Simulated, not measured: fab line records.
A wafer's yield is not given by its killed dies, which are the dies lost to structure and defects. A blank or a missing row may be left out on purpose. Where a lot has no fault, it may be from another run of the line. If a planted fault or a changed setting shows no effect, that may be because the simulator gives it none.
The tool behind it: which one? + flow n5 finfet + Sampling: 22 lots, 66 wafers, 2 of 1938 route steps

## WHAT THE GAUGES READ, wafer by wafer
N5_MOL_CONTACT_COAG_OVL_MEAS_85. Usual: for VG_OVL the level is -0.1 nm and the standard deviation is 0.61.
| lot  | measured     | on         | VG_OVL (nm)    | flag |
|------|--------------|------------|----------------|------|
| L074 | day 5 03:55  | overlay-02 | -0.5 -0.2 0.4  |      |
| L075 | day 5 12:07  | overlay-01 | -0.8 -1.1 -0.4 |      |
| L076 | day 5 16:34  | overlay-01 | -0.3 0.1 0.6   |      |
| L078 | day 6 04:26  | overlay-02 | 0.6 0.3 0.1    |      |
| L079 | day 6 17:07  | overlay-02 | -0.3 0.1 -0.2  |      |
| L080 | day 6 20:47  | overlay-02 | 0.0 -0.8 -0.3  |      |
| L081 | day 7 01:31  | overlay-01 | -0.6 0.0 -1.2  |      |
| L082 | day 7 05:35  | overlay-02 | 0.6 0.5 -0.8   |      |
| L083 | day 7 08:53  | overlay-02 | -1.1 -0.9 -1.2 |      |
| L084 | day 7 12:01  | overlay-02 | 0.6 0.5 -0.3   |      |
| L085 | day 7 21:04  | overlay-01 | -0.3 0.2 -0.1  |      |
| L087 | day 8 03:55  | overlay-01 | 0.9 0.2 0.8    |      |
| L088 | day 8 17:26  | overlay-02 | 0.3 0.4 0.7    |      |
| L089 | day 9 03:56  | overlay-01 | -0.6 -0.6 0.6  |      |
| L090 | day 9 12:34  | overlay-01 | 0.4 0.3 0.3    |      |
| L092 | day 9 14:11  | overlay-02 | 1.0 -0.4 0.5   |      |
| L091 | day 9 14:51  | overlay-02 | 0.3 -1.4 -0.5  |      |
| L093 | day 9 21:29  | overlay-02 | 0.5 0.1 -1.0   |      |
| L094 | day 10 07:49 | overlay-01 | 0.0 -0.2 0.1   |      |
| L095 | day 10 21:17 | overlay-01 | -0.8 0.3 -0.2  |      |
| L097 | day 11 04:06 | overlay-01 | 0.0 0.0 -0.5   |      |
| L096 | day 11 08:40 | overlay-01 | -0.6 -0.5 0.2  |      |

## TOOL THAT RAN EACH LOT (tool first, then ch and the chambers of the sampled wafers, then the start)
| lot  | N5_GATE_CUT_ETCH_37                |
|------|------------------------------------|
| L074 | rie diel-04 ch 0,1,3, day 4 14:14  |
| L075 | rie diel-05 ch 1,2,3, day 4 20:28  |
| L076 | rie diel-04 ch 0,1,3, day 5 01:07  |
| L078 | rie diel-04 ch 0,2,3, day 5 16:47  |
| L079 | rie diel-04 ch 0,1, day 6 05:17    |
| L080 | rie diel-04 ch 2,3, day 6 07:31    |
| L081 | rie diel-04 ch 0,1,2, day 6 12:25  |
| L082 | rie diel-01 ch 0,1,3, day 6 13:26  |
| L083 | rie diel-04 ch 0,1,2, day 6 19:59  |
| L084 | rie diel-04 ch 1,3, day 6 23:19    |
| L085 | rie diel-04 ch 0,1,2, day 7 07:21  |
| L087 | rie diel-01 ch 1,2, day 7 17:01    |
| L088 | rie diel-04 ch 0,1,3, day 8 02:14  |
| L089 | rie diel-04 ch 0,1,2, day 8 12:21  |
| L090 | rie diel-05 ch 0,1, day 8 20:29    |
| L092 | rie diel-05 ch 0,1,2, day 9 00:22  |
| L091 | rie diel-04 ch 0,1,2, day 9 01:13  |
| L093 | rie diel-04 ch 0,2, day 9 07:14    |
| L094 | rie diel-05 ch 1,2, day 9 16:57    |
| L095 | rie diel-04 ch 1,2,3, day 10 03:33 |
| L097 | rie diel-01 ch 0,1,2, day 10 13:52 |
| L096 | rie diel-05 ch 0,2,3, day 10 17:08 |
- N5_GATE_CUT_ETCH_37: etches SOC in N2/H2, target depth 60 nm, overetch 12 nm, time 90 s.

## WHAT THE TOOLS THEMSELVES READ (means of the sampled wafers that have a number; where no wafer has one, the mark that the record gives instead)
N5_GATE_CUT_ETCH_37. Usual: drypump motor current A 5.8 A, standard deviation 0.36; oes product au 0.68 a.u., standard deviation 0.072; rf vpp V 524.5 V, standard deviation 2; showerhead plenum p Torr 2.57 Torr, standard deviation 0.063; throttle valve pct 17.80 %, standard deviation 0.27.
| lot  | tool        | drypump motor current A (A) | oes product au (a.u.) | rf vpp V (V) | showerhead plenum p Torr (Torr) | throttle valve pct (%) | flag |
|------|-------------|-----------------------------|-----------------------|--------------|---------------------------------|------------------------|------|
| L074 | rie diel-04 | 5.9                         | 0.64                  | 526.9        | 2.63                            | 17.98                  |      |
| L075 | rie diel-05 | 5.6                         | 0.66                  | 523.7        | 2.54                            | 17.71                  |      |
| L076 | rie diel-04 | 5.9                         | 0.64                  | 526.5        | 2.62                            | 17.99                  |      |
| L078 | rie diel-04 | 5.9                         | 0.70                  | 525.1        | 2.58                            | 17.80                  |      |
| L079 | rie diel-04 | 5.9                         | 0.64                  | 526.5        | 2.62                            | 17.97                  |      |
| L080 | rie diel-04 | 6.0                         | 0.69                  | 524.1        | 2.58                            | 17.81                  |      |
| L081 | rie diel-04 | 6.1                         | 0.70                  | 524.7        | 2.58                            | 17.75                  |      |
| L082 | rie diel-01 | 5.5                         | 0.70                  | 524.1        | 2.52                            | 17.69                  |      |
| L083 | rie diel-04 | 6.0                         | 0.69                  | 525.2        | 2.58                            | 17.74                  |      |
| L084 | rie diel-04 | 6.2                         | 0.63                  | 524.8        | 2.61                            | 17.99                  |      |
| L085 | rie diel-04 | 6.1                         | 0.69                  | 524.5        | 2.58                            | 17.76                  |      |
| L087 | rie diel-01 | 5.5                         | 0.66                  | 523.0        | 2.52                            | 17.96                  |      |
| L088 | rie diel-04 | 5.9                         | 0.63                  | 526.1        | 2.62                            | 18.02                  |      |
| L089 | rie diel-04 | 6.1                         | 0.68                  | 524.6        | 2.58                            | 17.77                  |      |
| L090 | rie diel-05 | 5.3                         | 0.72                  | 525.0        | 2.60                            | 17.61                  |      |
| L092 | rie diel-05 | 5.5                         | 0.70                  | 524.7        | 2.59                            | 17.71                  |      |
| L091 | rie diel-04 | 6.0                         | 0.67                  | 525.0        | 2.57                            | 17.78                  |      |
| L093 | rie diel-04 | 6.0                         | 0.73                  | 522.9        | 2.53                            | 17.56                  |      |
| L094 | rie diel-05 | 5.4                         | 0.66                  | 523.8        | 2.54                            | 17.70                  |      |
| L095 | rie diel-04 | 6.1                         | 0.74                  | 523.1        | 2.57                            | 17.67                  |      |
| L097 | rie diel-01 | 5.4                         | 0.67                  | 523.4        | 2.53                            | 17.94                  |      |
| L096 | rie diel-05 | 5.6                         | 0.68                  | 524.2        | 2.57                            | 17.81                  |      |

## THE ANSWER, worked out from the rows above alone
Rule: lot off if the mean of its wafers having a number is beyond 3 standard deviations from the usual mean. A lot without any number at a reading at which 4 lots or more have one is off too. Any other lot the step has rows for is counted as sound. Order of review: gauges by route order, followed by the tools' own readings, for which a lot's mean as printed above is used. The first step at which some lot is off is used, and at that step the reading that is off furthest; a lot without a number counts as furthest.
No lot is off on any of the readings shown, so nothing can be concluded from this.

## WHAT THE SIMULATOR PUT IN
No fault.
